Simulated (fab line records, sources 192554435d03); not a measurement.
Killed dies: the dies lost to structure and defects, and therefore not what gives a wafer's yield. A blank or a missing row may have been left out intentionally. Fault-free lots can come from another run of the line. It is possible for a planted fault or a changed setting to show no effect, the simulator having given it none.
Split-lot study ; flow n5-finfet ; on a route of 1938 steps: 7 lots, 21 wafers read

## ON THE SPLIT
At N5_BEOL_M1_TRENCH_ETCH_37 (etches SiOC in C4F6/O2, target depth 55.207 nm, time 29 s), the setting bias-w was moved away from the recipe's 185 W on 6 of the 21 wafers read, by -14.1% to +16.2%. The other wafers ran this setting at the recipe's value.

The reading comes from the split's own step.

## THE READING
rf-vpp-V, in V, at N5_BEOL_M1_TRENCH_ETCH_37 (etches SiOC in C4F6/O2, target depth 55.207 nm, time 29 s). On this fab line, fault-free wafers typically give 677 V with a standard deviation of 21 V.

wafer;tool, chamber at the split;bias-w as run, W;against the recipe;rf-vpp-V, V;against lot-mates on the recipe
L076.1;rie-diel-06, 1;185;recipe;672;-
L076.3;rie-diel-06, 0;185;recipe;657;-
L076.4;rie-diel-06, 2;185;recipe;674;-
L079.2;rie-diel-02, 3;162.5;-12.2%;601;-78
L079.4;rie-diel-02, 0;185;recipe;679;-
L079.6;rie-diel-02, 0;162.5;-12.2%;614;-65
L080.4;rie-diel-04, 1;185;recipe;703;-
L080.5;rie-diel-04, 2;185;recipe;654;-
L080.6;rie-diel-04, 1;158.9;-14.1%;620;-58
L081.1;rie-diel-06, 2;169.1;-8.6%;629;-36
L081.3;rie-diel-06, 1;185;recipe;672;-
L081.6;rie-diel-06, 0;185;recipe;657;-
L089.1;rie-diel-02, 2;185;recipe;656;-
L089.4;rie-diel-02, 0;215;+16.2%;765;+80
L089.5;rie-diel-02, 1;185;recipe;713;-
L093.1;rie-diel-02, 3;185;recipe;667;-
L093.2;rie-diel-02, 2;185;recipe;656;-
L093.5;rie-diel-02, 3;185;recipe;666;-
L094.1;rie-diel-02, 3;185;recipe;666;-
L094.2;rie-diel-02, 1;185;recipe;712;-
L094.4;rie-diel-02, 2;165.8;-10.4%;599;-90

THE FIT
A straight line over all 21 wafers: rf-vpp-V changes by +5.34 V for each +1% of bias-w; r = +0.89; the points scatter about the line by 19 V.
The same after taking each lot's own level away (the mean of its wafers on the recipe; 21 wafers): +5.39 V for each +1%; r = +0.90; scatter 18 V.
The reading moves by 87 V for the largest change in bias-w, on that fit.
The span of the lots' own levels, 663.0 to 689.0 V, comes to 1.2 times the standard deviation stated above.
The two slopes agree, so the slope changes little with the lot-to-lot level.
Check: for one of the wafers moved furthest among these (+16.2%), held out of the fit, the line's prediction against its lot-mates is +90.5 V. Against them it came out at +80.5 V.
Tool readings at the split's step, against how far the setting was moved: rf-vpp-V r = +0.89.

## THESE WAFERS: OTHER SPLITS
These wafers also went through other splits before the reading. Each is held against what the fit with the lots' levels taken away leaves over:
other split on the same wafers;wafers away from the commonest value;r with rf-vpp-V (lot level and that fit taken away)
N5_BEOL_M0_SAQP_EXPOSE_37 dose-mj;7;+0.21
N5_BEOL_M1_ETCH_64 bias-w;4;+0.17
N5_BEOL_M1_VIA_ETCH_34 bias-w;7;+0.20

## THE FILE'S OWN FIT
rf-vpp-V changes by +5.35 V for each +1% of bias-w, r = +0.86.
